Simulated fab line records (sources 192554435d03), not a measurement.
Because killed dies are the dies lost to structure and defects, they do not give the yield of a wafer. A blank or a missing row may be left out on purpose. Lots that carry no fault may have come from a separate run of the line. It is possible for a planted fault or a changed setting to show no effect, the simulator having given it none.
Problem report in the 8D (eight disciplines) form, filled by code + flow n5Finfet + the parts of the form that need people (team, actions taken, sign-off) are left out

## 1. THE ISSUE
runLengthS at N5_BEOL_M14_ETCH_59 reads a mean of 100.5 s on 4 wafers of 3 lots; wafers without a fault read 91.2 s with a standard deviation of 0.54. Relative to the usual mean, that is a shift of +17 standard deviations.
The step: etches BARC in N2/H2, target depth 89 nm, overetch 26.7 nm, time 67.9 s.
First seen on wafer L232.1, day 14 05:59, on rieDiel-01. Wafers with a number at this step in the record: 19, from 7 lots. The rule behind "out" and "out of limits": a value lying over 4 standard deviations away from the usual mean. Any other wafer with a number is counted as sound.

## 2. WHAT IT IS, AND WHAT IT ISN'T
| question                    | is                             | is not                                                                               |
|-----------------------------|--------------------------------|--------------------------------------------------------------------------------------|
| which readings at this step | runLengthS                     | oesProductAu, rfFwdPowerW, rfVppV, showerheadPlenumPTorr, throttleValvePct           |
| which lots                  | L232, L236, L237               | L227, L230, L238, L241                                                               |
| which wafers of those lots  | L232.1, L232.5, L236.1, L237.5 | L236.2, L236.4, L237.2                                                               |
| read on which tools         | rieDiel-01                     | rieDiel-02                                                                           |
| when                        | from day 14 05:59              | up to then (6 sound wafers); but 9 sound wafers of L236, L237, L238, L241 came after |

## 3. SUSPECTS, AND WHAT RULES EACH OUT
Counting: a tool at a process step up to the reading stays a suspect if it ran every lot that is out. Sound lots after the first of them don't rule it out here, since some wafers of a struck lot are sound.
- rieDiel-01 at N5_BEOL_M14_DESCUM_15 (chemistry O2, time 7.9 s): kept. It ran every lot that is out, first L232 (day 14 05:57); its last sound lot up to then is L230 (day 13 00:37).
- rieDiel-01 at N5_BEOL_M14_ETCH_59 (etches BARC in N2/H2, target depth 89 nm, overetch 26.7 nm, time 67.9 s): kept. It ran every lot that is out, first L232 (day 14 05:59); its last sound lot up to then is L230 (day 13 00:39). Its own readings are out on those wafers: runLengthS.
Left after counting: rieDiel-01 at N5_BEOL_M14_DESCUM_15, rieDiel-01 at N5_BEOL_M14_ETCH_59.

## 4. THE CAUSE (what the simulator had put in)
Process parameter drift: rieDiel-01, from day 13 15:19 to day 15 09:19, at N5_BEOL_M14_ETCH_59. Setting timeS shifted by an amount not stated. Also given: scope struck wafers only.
Counting leaves 2 suspects; this tool is one of them.

## 5. SEQUENCE OF EFFECTS, ordered by route
Rows list readings where the struck wafers' mean (over those with a number) sits beyond 3 standard deviations from the usual. Only readings whose record carries a usual standard deviation are examined. hours: median over the lots of the time between each lot's start at the first step of this table that gives one and its start at this step. sigmas: the change, counted in usual standard deviations.
| hours | step                | reading    | usual  | on struck wafers | change | sigmas |
|-------|---------------------|------------|--------|------------------|--------|--------|
| 0     | N5_BEOL_M14_ETCH_59 | runLengthS | 91.2 s | 100.5            | +9.2   | +17    |
Its process steps:
- N5_BEOL_M14_ETCH_59: etches BARC in N2/H2, target depth 89 nm, overetch 26.7 nm, time 67.9 s.

## 6. HOW IT WOULD HAVE BEEN CAUGHT EARLIER
First out-of-limits reading in this record: day 14 05:59, which is 15 hours after fault onset at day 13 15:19.
